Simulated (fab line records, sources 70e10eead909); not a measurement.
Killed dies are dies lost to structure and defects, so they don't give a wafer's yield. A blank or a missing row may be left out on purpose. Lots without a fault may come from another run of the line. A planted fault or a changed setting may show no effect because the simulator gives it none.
Problem report in the 8D (eight disciplines) form, filled by code | flow nand_harc | the parts of the form that need people (team, actions taken, sign-off) are left out

1. THE PROBLEM
killed_at_periphery at NHARC_END_SORT_01 reads a mean of 630.5 on 6 wafers of 2 lots; wafers without a fault read 4.0 with a standard deviation of 2.6. That is +99 or more standard deviations from the usual mean.
First seen on wafer L523.2, day 26 03:28, on prober-01. The record holds 6 wafers of 2 lots with a number at this step. Rule for "out", or "out of limits": more than 4 standard deviations from the usual mean. The other wafers with a number count as sound.

2. WHAT IT IS AND WHAT IT IS NOT
question                    | is                               | is not
which readings at this step | killed_at_periphery, killed_dies | killed_at_array, killed_at_other, killed_short
which lots                  | L523, L524                       | -
which wafers of those lots  | all that have a number           | -
read on which gauges        | prober-01, prober-02             | -
when                        | from day 26 03:28                | up to then (0 sound wafers)

3. SUSPECTS, AND WHAT RULES EACH OUT
Counting: a tool at a process step up to the reading stays a suspect if it ran every lot that is out and no sound lot after the first of them.
- the gauge at NHARC_END_SORT_01: ruled out. The wafers that are out were read on 2 gauges (prober-01, prober-02).
- implanter-01 at NHARC_P_ZERO_WELL_IMPLANT_27: kept. It ran every lot that is out, first L523 (day 4 00:49), and no sound lot after that.
Left after counting: implanter-01 at NHARC_P_ZERO_WELL_IMPLANT_27.

4. THE CAUSE (what the simulator had put in)
Skipped step whole: implanter-01, from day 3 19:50 on, at NHARC_P_ZERO_WELL_IMPLANT_27. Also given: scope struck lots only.
Counting left only this tool.

5. THE CHAIN OF EFFECTS, in route order
Each row: a reading whose mean over the struck wafers that have a number lies more than 3 standard deviations from the usual. Only readings for which the record gives a usual standard deviation are gone through. hours: the time from each lot's start at the first step in this table that gives one to its start at this step, as a median over the lots. sigmas: the change in usual standard deviations.
hours | step              | reading             | usual | on struck wafers | change | sigmas
0     | NHARC_END_SORT_01 | killed_at_periphery | 4.0   | 630.5            | +626.5 | +99 or more
0     | NHARC_END_SORT_01 | killed_dies         | 54    | 677              | +623   | +33
Readings that are blank on the struck wafers while sound wafers have them: beam_energy_keV at NHARC_P_ZERO_WELL_IMPLANT_27; beam_on_s at NHARC_P_ZERO_WELL_IMPLANT_27.

6. WHAT WOULD HAVE CAUGHT IT SOONER
In this record the first reading out of limits at a measuring or inspecting step was taken at day 26 03:28, 536 hours after the fault began at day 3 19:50.
At NHARC_P_ZERO_WELL_IMPLANT_27 the tool's readings are blank on the struck wafers, where sound wafers have them: an empty tool record is the first sign, and it was there at once.
All the lots that are out (2) had begun NHARC_P_ZERO_WELL_IMPLANT_27 on implanter-01 by day 26 03:28. A hold on the tool at that time would have spared none of them.
